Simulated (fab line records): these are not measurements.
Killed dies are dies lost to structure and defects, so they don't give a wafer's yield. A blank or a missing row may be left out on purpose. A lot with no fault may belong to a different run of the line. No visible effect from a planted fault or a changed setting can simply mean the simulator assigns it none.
Matching of chambers | flow n5Finfet | N5_BEOL_M12_DEP_53 on pecvd-04 has 3 sister chambers
The step deposits SiCN from 3MS/NH3, target thk 30 nm, time 10.5 s. 3 wafers are shown with their chamber, then 8 later ones without.

## WAFERS PAIRED WITH THEIR CHAMBERS
wafer  | chamber | throttleValvePct (%)
L084.5 | 1       | 17.9
L084.6 | 0       | 19.5
L089.1 | 2       | 16.7

## WAFERS WITHOUT THEIR CHAMBER
wafer  | throttleValvePct (%)
L089.2 | 17.2
L089.3 | 19.0
L093.3 | 17.6
L093.5 | 19.2
L093.6 | 17.4
L095.1 | 17.3
L095.2 | 18.9
L095.4 | 17.1

## THE CHAMBER EACH PASSED THROUGH
wafer  | from the rows above     | in truth
L089.2 | can't be placed: 2 or 1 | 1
L089.3 | can't be placed: 0 or 1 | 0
L093.3 | can't be placed: 1 or 2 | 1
L093.5 | 0                       | 0
L093.6 | can't be placed: 1 or 2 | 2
L095.1 | can't be placed: 1 or 2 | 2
L095.2 | can't be placed: 0 or 1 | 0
L095.4 | can't be placed: 2 or 1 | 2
Correct placement for 1 of the 8. Cannot be placed on the basis of these rows: 7; the candidates contain the true chamber in 7. Number placed wrongly: 0.
How it was worked out, from the rows above alone: a wafer's distance from a chamber is the root of the sum, over the readings, of the square of ((its reading less the chamber's mean) divided by the reading's scatter). If the next closest chamber is less than 2 further off than the closest, the wafer can't be placed; otherwise it belongs to the closest. Each chamber's mean is taken over the wafers shown for it. The scatter (one wafer shown for each chamber): square how far every hidden wafer sits from the nearest shown wafer, average those squares and take the square root.
